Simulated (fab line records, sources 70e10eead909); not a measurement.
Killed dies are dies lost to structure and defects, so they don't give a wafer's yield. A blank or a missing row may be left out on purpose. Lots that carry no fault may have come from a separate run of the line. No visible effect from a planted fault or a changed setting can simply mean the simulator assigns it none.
Which tool did it? -- flow nand-harc -- 13 lots with 36 wafers sampled at 4 steps, on a route of 1159 steps

WHAT EACH GAUGE READ, for each wafer
NHARC_P_START_INSPECT_01. Usual: raw-defect-count at 3.5, with a standard deviation of 1.8.
lot,measured,on,raw-defect-count,flag
L581,day 1 12:02,defect-inspect-01,4 2 0,
L584,day 2 06:02,defect-inspect-02,3 5 1,
L585,day 2 12:02,defect-inspect-01,1 7 3,
L587,day 3 00:02,defect-inspect-02,3 2 3,
L588,day 3 06:02,defect-inspect-01,6 8 4,
L589,day 3 12:02,defect-inspect-02,0 3 5,
L590,day 3 18:02,defect-inspect-01,2 2 5,
L592,day 4 06:02,defect-inspect-02,2 4 2,
L594,day 4 18:02,defect-inspect-02,1 4 2,
L596,day 5 06:02,defect-inspect-02,3 2,
L597,day 5 12:02,defect-inspect-02,2 4,
L599,day 6 00:02,defect-inspect-02,3 5,
L603,day 7 00:02,defect-inspect-01,3 3 8,

NHARC_P_ZERO_WELL_CD_MEAS_37: the cd target is 720 nm. Usual: cd-nm at 720.0 nm, with a standard deviation of 1.8.
lot,measured,on,cd-nm (nm),flag
L581,day 1 16:08,cd-sem-03,721.3 716.7 721.5,
L584,day 2 09:59,cd-sem-01,720.9 718.6 718.4,
L585,day 2 16:13,cd-sem-02,719.2 722.1 722.9,
L587,day 3 04:22,cd-sem-01,719.0 716.8 720.1,
L588,day 3 10:07,cd-sem-01,718.9 719.3 720.9,
L589,day 3 16:16,cd-sem-01,717.8 719.6 719.6,
L590,day 3 22:19,cd-sem-02,721.7 718.8 722.8,
L592,day 4 09:51,cd-sem-02,721.0 720.8 723.2,
L594,day 4 22:19,cd-sem-02,720.3 722.4 721.5,
L596,day 5 10:02,cd-sem-02,735.9 720.0,OFF
L597,day 5 16:01,cd-sem-01,735.0 720.8,OFF
L599,day 6 04:17,cd-sem-02,733.4 720.8,OFF
L603,day 7 04:18,cd-sem-02,722.1 722.0 718.7,

EACH LOT AND THE TOOL THAT RAN IT (in order: tool; ch and the chambers of the sampled wafers; start)
lot,NHARC_P_ZERO_WELL_ETCH_65,NHARC_P_ZERO_WELL_EXPOSE_34
L581,"rie-diel-13 ch 0,2,3, day 1 13:29","krf-scanner-02 ch 0, day 1 15:59"
L584,"rie-diel-10 ch 0,1,3, day 2 07:22","krf-scanner-02 ch 0, day 2 09:50"
L585,"rie-diel-10 ch 0,1, day 2 13:29","krf-scanner-01 ch 0, day 2 16:04"
L587,"rie-diel-13 ch 0,1,2, day 3 01:44","krf-scanner-01 ch 0, day 3 04:13"
L588,"rie-diel-10 ch 1,2,3, day 3 07:31","krf-scanner-01 ch 0, day 3 09:58"
L589,"rie-diel-13 ch 0,2,3, day 3 13:29","krf-scanner-02 ch 0, day 3 16:06"
L590,"rie-diel-10 ch 0,3, day 3 19:34","krf-scanner-01 ch 0, day 3 22:10"
L592,"rie-diel-07 ch 1,2, day 4 07:22","krf-scanner-02 ch 0, day 4 09:41"
L594,"rie-diel-07 ch 0,1,2, day 4 19:21","krf-scanner-01 ch 0, day 4 22:09"
L596,"rie-diel-10 ch 1,3, day 5 07:22","krf-scanner-02 ch 0, day 5 09:53"
L597,"rie-diel-13 ch 1,3, day 5 13:31","krf-scanner-02 ch 0, day 5 15:51"
L599,"rie-diel-07 ch 1,3, day 6 01:32","krf-scanner-02 ch 0, day 6 04:08"
L603,"rie-diel-07 ch 1,2, day 7 01:31","krf-scanner-01 ch 0, day 7 04:09"
- NHARC_P_ZERO_WELL_ETCH_65: etches the open film in N2/H2, target depth 80 nm, overetch 24 nm, time 87.88 s.
- NHARC_P_ZERO_WELL_EXPOSE_34: exposes mask P PWELL, target cd 720 nm.

AS READ BY THE TOOLS THEMSELVES (means over the sampled wafers that have a number; for cases with no such wafer, the mark the record gives instead)
NHARC_P_ZERO_WELL_ETCH_65. Usual: drypump-motor-current-A 5.9 A, standard deviation 0.48; oes-product-au 0.996 a.u., standard deviation 0.013; rf-vpp-V 431.4 V, standard deviation 2.7; showerhead-plenum-p-Torr 2.07 Torr, standard deviation 0.097; throttle-valve-pct 14.172 %, standard deviation 0.0093.
lot,tool,drypump-motor-current-A (A),oes-product-au (a.u.),rf-vpp-V (V),showerhead-plenum-p-Torr (Torr),throttle-valve-pct (%),flag
L581,rie-diel-13,5.7,0.990,431.5,2.07,14.170,
L584,rie-diel-10,6.0,0.998,429.8,2.02,14.172,
L585,rie-diel-10,5.8,0.991,429.5,2.00,14.171,
L587,rie-diel-13,5.7,0.990,434.1,2.16,14.171,
L588,rie-diel-10,5.9,1.000,432.5,2.10,14.171,
L589,rie-diel-13,5.7,0.996,431.6,2.07,14.173,
L590,rie-diel-10,6.2,0.996,428.2,1.96,14.172,
L592,rie-diel-07,5.8,0.998,431.8,2.08,14.176,
L594,rie-diel-07,6.0,0.996,429.2,2.02,14.174,
L596,rie-diel-10,5.9,1.007,431.6,2.05,14.172,
L597,rie-diel-13,6.2,1.000,430.8,2.06,14.177,
L599,rie-diel-07,6.3,0.985,430.1,2.04,14.162,
L603,rie-diel-07,6.3,0.992,430.8,2.06,14.169,

THE ANSWER, worked out from the rows above alone
Rule: take the mean of a lot's wafers that have a number; if it is more than 3 standard deviations from the usual mean, the lot is off. Also off: a lot with no number at a reading for which 4 or more lots have one. The other lots that the step has rows for count as sound. First the gauges in route order, then the tools' own readings, where a lot's mean is used as printed above. The first step at which some lot is off is used, and at that step the reading that is off furthest; a lot without a number counts as furthest.
Off at NHARC_P_ZERO_WELL_CD_MEAS_37 (cd-nm): L596, L597, L599.
A tool fits if, at a process step before that reading, it ran every lot that is off, and no sound lot after the first of them. Those tools and the gauges at NHARC_P_ZERO_WELL_CD_MEAS_37 are tried in the same way. One fits: krf-scanner-02 at NHARC_P_ZERO_WELL_EXPOSE_34. A fault onset in the window from L592 (day 4 09:41, its last sound lot) to L596 (day 5 09:53, its first lot off) fits.

WHAT WAS PUT IN BY THE SIMULATOR
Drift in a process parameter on krf-scanner-02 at NHARC_P_ZERO_WELL_EXPOSE_34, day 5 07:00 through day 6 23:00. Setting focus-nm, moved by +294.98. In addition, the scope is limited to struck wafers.
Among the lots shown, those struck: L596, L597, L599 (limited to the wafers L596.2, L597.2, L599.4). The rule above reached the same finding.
